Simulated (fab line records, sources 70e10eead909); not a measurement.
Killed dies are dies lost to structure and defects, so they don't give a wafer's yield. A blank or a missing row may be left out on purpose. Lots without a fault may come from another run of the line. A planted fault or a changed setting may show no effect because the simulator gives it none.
fab line records | flow nand_harc
record lots=24 wafers=72 last_day=34
route steps=1302 shown A_STAIRCASE@850 A_SGD_CUT@903
lots that met no fault: from a run of the same line without faults
start_h: hours from the record's first day to the start of the lot's first wafer shown | wait_h: hours since the lot's step before | " the same as in the row above | L1.1+2: a row that stands for several wafers | - no value, or no start given | * or withheld: withheld | < > ~ a bound
route shown NAME@n: a module of which the file shows steps, and the number in the route of the first | usual: mean/standard deviation of fault-free wafers | same: alike in all rows | chamber/n: place in a boat | sites: the reading at each site | _std_site: their standard deviation | _edge_site: outer sites' mean less inner sites' | radius_mm: how far each site lies from the wafer's centre | mask NAME#n: copy n | behind: the tool/chamber that last shaped the wafer | hold: why the lot was held/for how many hours/how that ended | device: the transistor (n, p or np) that didn't switch | end of line: the same wafers' tests at the end of the route | a step without rows: its recipe alone | killed: dies lost to structure and defects at the first sort, not the wafer's yield | map: a wafer's dies, x killed, . not, _ none there
set.NAME: the setting as run; set.NAME@STEP: as run at that earlier step | model.NAME: the simulator's own value behind a step, which no gauge read
steps of the route over a sample of lots; a table a step, a row a wafer
services: from which hour (start_h, from the record's first day; less than 0 if before it) a tool's chamber was out of use, for how many hours, and why
## steps
# step NHARC_A_STAIRCASE_DEP_151
# recipe target_thk_a=72000 temp_c=400 target_thk_nm=7200 teos_flow_sccm=200 rf_w=500 material=SiO2
# usual heater_power_w=650/90
# columns lot.wafer tool chamber start_h wait_h heater_power_w
L075.2 pecvd-04 1 410.49 0.4 732
L075.6 " 1 " " 597
L075.4 " 2 " " 655
L074.2 pecvd-03 1 419.50 0.4 645
L074.4 " 2 " " 605
L074.6 " 2 " " 613
L077.1 pecvd-03 2 424.03 0.4 725
L077.2 " 1 " " 702
L077.4 " 1 " " 605
L076.1 pecvd-02 1 424.03 0.4 681
L076.3 " 2 " " 579
L076.4 " 2 " " 487
L078.1 pecvd-03 1 447.69 0.4 737
L078.4 " 1 " " 585
L078.6 " 1 " " 594
L079.1 pecvd-04 1 447.79 0.5 673
L079.2 " 2 " " 760
L079.6 " 2 " " 657
L080.1 pecvd-02 2 467.00 0.4 526
L080.6 " 2 " " 509
L080.4 " 1 " " 595
L081.2 pecvd-04 1 473.57 0.6 640
L081.4 " 2 " " 665
L081.6 " 1 " " 525
L084.2 pecvd-03 2 515.16 0.4 617
L084.1 " 1 " " 637
L084.6 " 1 " " 591
L082.1 pecvd-04 0 515.35 0.6 623
L082.4 " 1 " " 527
L082.5 " 0 " " 598
L083.2 pecvd-03 2 520.47 0.4 670
L083.1 " 1 " " 703
L083.5 " 2 " " 599
L087.1 pecvd-03 2 527.03 0.4 650
L087.2 " 1 " " 706
L087.6 " 2 " " 603
L085.2 pecvd-04 2 527.04 0.4 693
L085.1 " 0 " " 635
L085.5 " 0 " " 604
L086.1 pecvd-02 0 536.87 0.5 657
L086.5 " 2 " " 505
L086.4 " 1 " " 599
L088.2 pecvd-03 0 536.87 0.5 905
L088.6 " 2 " " 591
L088.4 " 1 " " 588
L089.3 pecvd-04 1 550.74 0.5 586
L089.1 " 2 " " 851
L089.6 " 0 " " 598
L091.1 pecvd-03 2 565.56 0.4 769
L091.4 " 0 " " 792
L091.6 " 1 " " 592
L090.3 pecvd-03 1 570.27 0.4 673
L090.1 " 0 " " 978
L090.6 " 0 " " 761
L094.3 pecvd-03 0 597.91 0.4 890
L094.5 " 1 " " 607
L094.6 " 2 " " 599
L092.3 pecvd-04 2 598.00 0.5 770
L092.6 " 1 " " 537
L092.4 " 2 " " 667
L093.3 pecvd-03 0 598.57 1.0 919
L093.1 " 1 " " 758
L093.4 " 2 " " 619
L096.2 pecvd-02 2 621.75 0.5 606
L096.6 " 1 " " 595
L096.4 " 2 " " 509
L095.1 pecvd-03 0 633.17 0.4 930
L095.2 " 2 " " 646
L095.3 " 2 " " 637
L097.4 pecvd-02 1 648.87 0.7 560
L097.5 " 2 " " 518
L097.6 " 0 " " 647
# step NHARC_A_STAIRCASE_DESCUM_443
# recipe time_s=3 o2_flow_sccm=200 ar_flow_sccm=0 bias_power_w=0 chemistry=O2
# usual drypump_motor_current_A=5.6/0.34 oes_product_au=0.997/0.0076 rf_vpp_V=57.5/0.89 showerhead_plenum_p_Torr=1.88/0.091 throttle_valve_pct=11.312/0.0098
# same bias_power_w=0
# columns lot.wafer tool chamber start_h wait_h drypump_motor_current_A oes_product_au rf_hours_counter_h rf_vpp_V showerhead_plenum_p_Torr throttle_valve_pct
L074.2 rie_diel-03 2 444.11 - 5.5 1.004 46 56.8 1.88 11.311
L074.6 " 0 " " 5.0 0.994 - 58.4 1.97 11.312
L074.4 " 2 " " 5.6 1.000 - 58.9 1.88 11.325
L075.4 rie_diel-08 0 444.15 - 5.6 0.997 21 57.1 1.85 11.312
L075.2 " 1 " " 6.2 0.988 18 56.8 1.78 11.318
L075.6 " 2 " " 6.1 0.991 - 57.4 1.77 11.322
L077.1 rie_diel-08 0 448.85 - 5.6 0.997 22 57.5 1.85 11.314
L077.4 " 1 " " 6.3 1.006 20 57.9 1.78 11.321
L077.2 " 2 " " 6.1 1.001 18 56.9 1.77 11.307
L076.3 rie_diel-08 2 448.90 - 6.1 1.003 18 56.1 1.77 11.319
L076.1 " 0 " " 5.6 1.003 22 57.4 1.85 11.312
L076.4 " 1 " " 6.2 1.012 20 56.6 1.78 11.324
L078.1 rie_diel-12 1 471.74 - 5.7 0.998 3 59.2 1.96 11.308
L078.4 " 0 " " 5.5 0.993 3 58.0 1.89 11.319
L078.6 " 2 " " 5.2 0.982 - 55.5 1.87 11.318
L079.2 rie_diel-08 1 471.91 - 6.2 1.015 30 58.1 1.77 11.313
L079.1 " 2 " " 6.1 0.999 29 58.0 1.77 11.296
L079.6 " 3 " " 5.4 1.005 - 56.5 1.79 11.320
L080.4 rie_diel-08 2 492.69 - 6.1 0.992 39 56.6 1.77 11.313
L080.1 " 3 " " 5.4 0.996 35 57.9 1.79 11.323
L080.6 " 1 " " 6.3 1.002 - 56.1 1.77 11.289
L081.4 rie_diel-12 3 499.08 - 5.5 0.989 12 58.3 1.86 11.289
L081.2 " 0 " " 5.5 0.999 13 58.0 1.89 11.304
L081.6 " 1 " " 5.6 0.995 - 59.0 1.96 11.311
L084.2 rie_diel-08 3 538.74 - 5.4 1.005 50 57.7 1.79 11.303
L084.1 " 1 " " 6.2 1.014 58 57.1 1.77 11.306
L084.6 " 2 " " 6.1 1.003 - 58.2 1.76 11.332
L082.1 rie_diel-12 2 538.90 - 5.2 0.994 26 58.0 1.86 11.333
L082.4 " 0 " " 5.5 0.993 25 58.0 1.88 11.291
L082.5 " 1 " " 5.6 0.998 - 57.7 1.96 11.309
L083.1 rie_diel-12 3 546.06 - 5.5 0.988 29 58.2 1.86 11.293
L083.2 " 0 " " 5.5 0.991 30 57.4 1.88 11.283
L083.5 " 3 " " 5.5 0.998 - 56.8 1.86 11.323
L085.2 rie_diel-03 2 550.97 - 5.5 1.006 20 58.1 1.87 11.301
L085.1 " 3 " " 5.5 0.996 22 57.9 1.85 11.310
L085.5 " 1 " " 5.3 1.010 - 58.4 2.05 11.321
L087.2 rie_diel-12 0 551.01 - 5.5 0.990 35 57.4 1.88 11.307
L087.1 " 1 " " 5.7 1.000 32 57.0 1.96 11.306
L087.6 " 0 " " 5.5 0.999 - 57.1 1.88 11.313
L088.2 rie_diel-03 3 559.91 - 5.5 0.998 27 57.5 1.85 11.321
L088.4 " 0 " " 5.0 1.009 28 58.1 1.96 11.314
L088.6 " 2 " " 5.5 0.998 - 55.9 1.86 11.311
L086.1 rie_diel-08 1 560.08 - 6.2 1.009 0 58.3 2.08 11.303
L086.4 " 0 " " 5.6 0.998 - 57.1 1.84 11.315
L086.5 " 1 " " 6.2 1.000 - 58.7 2.08 11.312
L089.1 rie_diel-12 0 575.80 - 5.5 0.996 41 57.0 1.88 11.303
L089.3 " 3 " " 5.5 0.995 40 56.9 1.85 11.314
L089.6 " 1 " " 5.7 1.001 - 59.5 1.95 11.327
L091.1 rie_diel-08 3 590.04 - 5.4 0.991 11 55.9 1.78 11.305
L091.4 " 0 " " 5.6 1.005 12 56.7 1.83 11.316
L091.6 " 1 " " 6.2 1.004 - 57.3 2.07 11.310
L090.1 rie_diel-12 2 596.76 - 5.2 0.984 48 57.5 1.85 11.303
L090.3 " 3 " " 5.5 0.990 45 57.8 1.85 11.302
L090.6 " 2 " " 5.2 0.994 - 56.4 1.85 11.326
L094.3 rie_diel-03 0 622.72 - 4.9 0.994 52 56.8 1.95 11.304
L094.5 " 0 " " 4.9 0.989 - 58.2 1.95 11.319
L094.6 " 1 " " 5.3 1.002 - 58.2 2.04 11.321
L092.3 rie_diel-08 0 622.88 - 5.6 0.997 24 56.2 1.83 11.289
L092.4 " 1 " " 6.2 0.994 23 58.7 2.07 11.303
L092.6 " 0 " " 5.6 1.001 - 58.0 1.83 11.320
L093.4 rie_diel-12 3 623.10 - 5.5 0.993 54 59.5 1.85 11.322
L093.3 " 0 " " 5.5 0.999 58 56.7 1.87 11.323
L093.1 " 1 " " 5.7 0.996 57 58.1 1.95 11.309
L096.4 rie_diel-03 1 647.34 - 5.3 0.997 1 57.3 2.04 11.302
L096.2 " 2 " " 5.5 0.994 1 56.2 1.86 11.325
L096.6 " 1 " " 5.3 1.000 - 58.0 2.04 11.321
L095.1 rie_diel-08 2 661.44 - 6.1 0.984 33 57.8 2.06 11.313
L095.3 " 3 " " 5.4 0.974 37 56.2 1.77 11.320
L095.2 " 0 " " 5.6 0.993 36 57.1 1.82 11.305
L097.4 rie_diel-03 1 680.43 - 5.3 0.996 9 57.2 2.04 11.307
L097.6 " 2 " " 5.6 0.995 - 57.5 1.85 11.305
L097.5 " 3 " " 5.5 1.009 - 58.0 1.83 11.308
# step NHARC_A_STAIRCASE_CMP_450
# recipe target_thk_nm=200 material=SiO2
# usual motor_current_A=12.5/0.88
# columns lot.wafer tool chamber start_h wait_h motor_current_A
L074.2 cmp-01 2 449.44 - 12.6
L074.4 " 1 " " 13.8
L074.6 " 2 " " 13.0
L075.4 cmp-03 1 449.49 - 13.0
L075.2 " 2 " " 12.7
L075.6 " 0 " " 11.6
L077.1 cmp-02 0 454.14 - 11.4
L077.2 " 1 " " 11.0
L077.4 " 2 " " 12.7
L076.3 cmp-02 2 456.97 - 13.6
L076.4 " 3 " " 12.9
L076.1 " 0 " " 11.8
L078.1 cmp-01 0 477.06 - 13.5
L078.4 " 2 " " 12.7
L078.6 " 0 " " 13.5
L079.1 cmp-02 2 477.16 - 12.9
L079.2 " 0 " " 11.7
L079.6 " 2 " " 12.6
L080.1 cmp-03 1 498.01 - 12.6
L080.4 " 2 " " 12.1
L080.6 " 0 " " 11.0
L081.2 cmp-03 2 504.38 - 12.0
L081.4 " 3 " " 11.7
L081.6 " 3 " " 11.0
L084.1 cmp-01 2 544.03 - 13.0
L084.2 " 1 " " 14.0
L084.6 " 2 " " 13.6
L082.4 cmp-01 2 544.28 - 13.1
L082.1 " 1 " " 13.6
L082.5 " 3 " " 12.3
L083.1 cmp-01 3 551.34 - 12.5
L083.2 " 2 " " 13.0
L083.5 " 0 " " 13.6
L087.2 cmp-01 3 556.27 - 12.2
L087.1 " 0 " " 12.7
L087.6 " 2 " " 12.7
L085.1 cmp-02 2 556.30 - 13.3
L085.2 " 0 " " 11.8
L085.5 " 2 " " 13.6
L088.2 cmp-03 1 565.15 - 12.0
L088.4 " 2 " " 12.0
L088.6 " 3 " " 10.9
L086.4 cmp-01 0 566.36 - 12.9
L086.1 " 2 " " 12.9
L086.5 " 0 " " 13.0
L089.3 cmp-02 0 581.10 - 11.6
L089.1 " 3 " " 12.7
L089.6 " 0 " " 12.5
L091.4 cmp-02 1 595.30 - 11.4
L091.1 " 2 " " 12.6
L091.6 " 0 " " 11.7
L090.1 cmp-01 3 602.20 - 12.4
L090.3 " 0 " " 13.5
L090.6 " 2 " " 12.9
L094.3 cmp-02 1 628.01 - 10.9
L094.5 " 3 " " 12.4
L094.6 " 0 " " 11.6
L092.3 cmp-03 1 628.19 - 13.3
L092.4 " 3 " " 11.9
L092.6 " 1 " " 12.7
L093.3 cmp-01 1 628.47 - 13.6
L093.4 " 3 " " 12.7
L093.1 " 0 " " 13.6
L096.2 cmp-01 0 652.64 - 13.4
L096.4 " 2 " " 12.5
L096.6 " 3 " " 12.8
L095.3 cmp-01 1 666.70 - 13.1
L095.1 " 3 " " 12.2
L095.2 " 0 " " 13.2
L097.4 cmp-01 1 685.71 - 13.2
L097.6 " 0 " " 13.4
L097.5 " 1 " " 13.6
# step NHARC_A_STAIRCASE_CMP_472
# recipe material=SiO2
# usual motor_current_A=12.5/0.9
# columns lot.wafer tool chamber start_h wait_h motor_current_A
L075.4 cmp-02 0 451.37 0.1 12.1
L075.2 " 3 " " 11.6
L075.6 " 0 " " 12.4
L074.2 cmp-03 0 451.43 0.3 11.1
L074.4 " 2 " " 12.1
L074.6 " 0 " " 11.5
L077.2 cmp-03 3 455.59 0.2 11.2
L077.4 " 0 " " 10.9
L077.1 " 1 " " 14.1
L076.1 cmp-02 0 458.53 0.3 12.2
L076.3 " 1 " " 11.2
L076.4 " 2 " " 13.0
L078.1 cmp-01 3 478.50 0.2 12.6
L078.4 " 0 " " 14.0
L078.6 " 0 " " 13.4
L079.2 cmp-02 2 478.62 0.2 13.2
L079.1 " 3 " " 12.8
L079.6 " 1 " " 11.0
L080.4 cmp-01 3 499.93 0.2 13.1
L080.1 " 0 " " 13.4
L080.6 " 1 " " 13.8
L081.4 cmp-03 2 505.91 0.2 11.8
L081.2 " 0 " " 10.9
L081.6 " 3 " " 11.2
L084.1 cmp-01 2 545.47 0.2 13.1
L084.2 " 1 " " 12.7
L084.6 " 2 " " 13.1
L082.1 cmp-03 0 545.71 0.2 11.3
L082.4 " 2 " " 12.0
L082.5 " 0 " " 11.9
L083.2 cmp-01 1 555.04 0.2 13.1
L083.1 " 3 " " 13.3
L083.5 " 1 " " 13.1
L087.2 cmp-01 3 557.70 0.2 12.5
L087.1 " 1 " " 13.8
L087.6 " 3 " " 12.8
L085.1 cmp-01 0 557.92 0.2 13.9
L085.2 " 1 " " 13.5
L085.5 " 0 " " 13.5
L088.4 cmp-03 0 566.68 0.2 11.0
L088.2 " 1 " " 13.5
L088.6 " 2 " " 12.8
L086.1 cmp-03 2 567.83 0.2 11.4
L086.4 " 3 " " 11.0
L086.5 " 1 " " 12.9
L089.1 cmp-01 2 582.57 0.2 13.3
L089.3 " 3 " " 12.1
L089.6 " 1 " " 14.1
L091.1 cmp-03 2 596.83 0.2 11.8
L091.4 " 0 " " 11.5
L091.6 " 2 " " 12.2
L090.1 cmp-01 2 603.73 0.2 12.4
L090.3 " 3 " " 12.0
L090.6 " 3 " " 12.6
L094.3 cmp-03 3 629.48 0.2 11.3
L094.5 " 2 " " 11.8
L094.6 " 3 " " 11.6
L092.4 cmp-01 3 629.66 0.1 13.0
L092.3 " 0 " " 13.6
L092.6 " 0 " " 13.8
L093.3 cmp-03 1 629.92 0.2 12.8
L093.1 " 2 " " 12.3
L093.4 " 3 " " 11.7
L096.2 cmp-02 2 654.07 0.2 13.3
L096.4 " 3 " " 11.8
L096.6 " 2 " " 13.2
L095.1 cmp-01 0 668.19 0.2 13.5
L095.3 " 1 " " 13.6
L095.2 " 2 " " 12.3
L097.4 cmp-03 0 687.24 0.2 11.0
L097.5 " 1 " " 12.9
L097.6 " 2 " " 12.1
# step NHARC_A_SGD_CUT_INSPECT_11
# usual raw_defect_count=57/26
# columns lot.wafer tool chamber start_h wait_h raw_defect_count
L075.2 defect_inspect-02 - 452.70 0.0 59
L075.4 " - " " 61
L075.6 " - " " 66
L074.2 defect_inspect-02 - 452.97 0.0 53
L074.4 " - " " 61
L074.6 " - " " 71
L077.1 defect_inspect-01 - 456.84 0.0 71
L077.2 " - " " 60
L077.4 " - " " 74
L076.1 defect_inspect-01 - 459.84 0.0 118
L076.3 " - " " 105
L076.4 " - " " 106
L078.1 defect_inspect-01 - 479.63 0.0 60
L078.4 " - " " 67
L078.6 " - " " 75
L079.1 defect_inspect-02 - 479.94 0.0 52
L079.2 " - " " 70
L079.6 " - " " 68
L080.1 defect_inspect-01 - 501.24 0.0 55
L080.4 " - " " 57
L080.6 " - " " 59
L081.2 defect_inspect-01 - 507.34 0.0 96
L081.4 " - " " 119
L081.6 " - " " 102
L084.1 defect_inspect-01 - 546.81 0.0 67
L084.2 " - " " 52
L084.6 " - " " 68
L082.1 defect_inspect-01 - 546.97 0.0 93
L082.4 " - " " 72
L082.5 " - " " 70
L083.1 defect_inspect-02 - 556.17 0.0 56
L083.2 " - " " 73
L083.5 " - " " 67
L087.1 defect_inspect-02 - 558.97 0.0 51
L087.2 " - " " 53
L087.6 " - " " 60
L085.1 defect_inspect-01 - 559.18 0.0 64
L085.2 " - " " 74
L085.5 " - " " 66
L088.2 defect_inspect-02 - 567.76 0.0 31
L088.4 " - " " 34
L088.6 " - " " 34
L086.1 defect_inspect-02 - 568.94 0.0 42
L086.4 " - " " 39
L086.5 " - " " 41
L089.1 defect_inspect-01 - 583.79 0.0 9
L089.3 " - " " 15
L089.6 " - " " 21
L091.1 defect_inspect-02 - 597.93 0.0 23
L091.4 " - " " 21
L091.6 " - " " 24
L090.1 defect_inspect-01 - 604.86 0.0 100
L090.3 " - " " 83
L090.6 " - " " 87
L094.3 defect_inspect-02 - 630.59 0.0 57
L094.5 " - " " 56
L094.6 " - " " 53
L092.3 defect_inspect-02 - 631.00 0.0 68
L092.4 " - " " 60
L092.6 " - " " 62
L093.1 defect_inspect-01 - 631.18 0.0 28
L093.3 " - " " 19
L093.4 " - " " 16
L096.2 defect_inspect-01 - 655.33 0.0 60
L096.4 " - " " 71
L096.6 " - " " 70
L095.1 defect_inspect-02 - 669.39 0.0 11
L095.2 " - " " 8
L095.3 " - " " 9
L097.4 defect_inspect-02 - 688.43 0.0 37
L097.5 " - " " 32
L097.6 " - " " 32
# step NHARC_A_SGD_CUT_THK_MEAS_22
# recipe thk_meas_gauge=ellipsometry
# usual thk_nm=148.0/1.5
# columns lot.wafer tool chamber start_h wait_h thk_nm
L075.2 film_metro-02 - 460.43 0.2 149.0
L075.4 " - " " 147.8
L075.6 " - " " 149.0
L074.2 film_metro-01 - 460.43 0.2 148.0
L074.4 " - " " 147.6
L074.6 " - " " 149.2
L077.1 film_metro-02 - 460.44 0.2 147.0
L077.2 " - " " 149.0
L077.4 " - " " 147.4
L076.1 film_metro-01 - 466.36 0.2 147.3
L076.3 " - " " 149.9
L076.4 " - " " 148.4
L078.1 film_metro-02 - 486.10 0.2 147.3
L078.4 " - " " 147.9
L078.6 " - " " 147.3
L079.1 film_metro-01 - 486.10 0.2 147.0
L079.2 " - " " 146.7
L079.6 " - " " 145.7
L080.1 film_metro-01 - 507.46 0.2 146.1
L080.4 " - " " 145.9
L080.6 " - " " 148.2
L081.2 film_metro-02 - 514.74 0.2 145.7
L081.4 " - " " 146.3
L081.6 " - " " 146.2
L084.1 film_metro-01 - 553.30 0.2 147.2
L084.2 " - " " 146.0
L084.6 " - " " 147.0
L082.1 film_metro-02 - 553.30 0.2 151.4
L082.4 " - " " 149.9
L082.5 " - " " 150.2
L087.1 film_metro-01 - 562.39 0.2 149.0
L087.2 " - " " 147.9
L087.6 " - " " 148.9
L083.1 film_metro-02 - 562.39 0.2 148.2
L083.2 " - " " 146.9
L083.5 " - " " 149.3
L085.1 film_metro-01 - 562.52 0.2 146.7
L085.2 " - " " 149.3
L085.5 " - " " 147.2
L086.1 film_metro-02 - 573.95 0.2 148.1
L086.4 " - " " 149.9
L086.5 " - " " 148.0
L088.2 film_metro-01 - 573.96 0.2 144.8
L088.4 " - " " 146.0
L088.6 " - " " 146.3
L089.1 film_metro-01 - 593.28 0.2 146.4
L089.3 " - " " 147.1
L089.6 " - " " 148.6
L091.1 film_metro-02 - 604.15 0.2 147.3
L091.4 " - " " 146.6
L091.6 " - " " 147.1
L090.1 film_metro-01 - 610.97 0.2 147.1
L090.3 " - " " 149.5
L090.6 " - " " 150.1
L093.1 film_metro-02 - 639.95 0.2 149.0
L093.3 " - " " 146.2
L093.4 " - " " 149.4
L094.3 film_metro-01 - 639.95 0.2 149.7
L094.5 " - " " 150.3
L094.6 " - " " 150.1
L092.3 film_metro-01 - 639.96 0.2 149.3
L092.4 " - " " 146.0
L092.6 " - " " 149.4
L096.2 film_metro-01 - 662.02 0.2 148.0
L096.4 " - " " 150.0
L096.6 " - " " 150.1
L095.1 film_metro-01 - 676.52 0.2 149.4
L095.2 " - " " 149.7
L095.3 " - " " 148.8
L097.4 film_metro-02 - 695.21 0.2 148.3
L097.5 " - " " 151.4
L097.6 " - " " 149.8
## services
# columns tool chamber start_h hours kind
pecvd-03 0 401.75 127.9 repair
cmp-02 - 402.11 6.8 repair
cmp-02 - 432.21 4.0 pm
pecvd-03 2 442.18 7.8 repair
cmp-03 - 456.44 4.0 pm
cmp-01 - 479.50 4.0 pm
pecvd-03 - 493.14 3.2 repair
cmp-02 - 504.47 12.9 repair
cmp-01 - 505.33 0.8 repair
cmp-01 - 516.81 1.0 repair
cmp-02 - 530.21 4.0 pm
cmp-03 - 531.15 1.0 repair
cmp-02 - 538.56 2.1 repair
pecvd-03 - 547.04 13.0 pm
cmp-03 - 554.44 4.0 pm
cmp-01 - 577.42 0.5 repair
cmp-03 - 600.23 0.4 repair
pecvd-03 1 623.09 16.5 repair
cmp-03 - 638.18 2.3 repair
cmp-03 - 641.92 0.6 repair
cmp-03 - 652.44 4.0 pm
pecvd-03 1 658.53 1.7 repair
cmp-01 - 672.54 0.6 repair
cmp-01 - 676.05 4.0 pm
## key
fault none
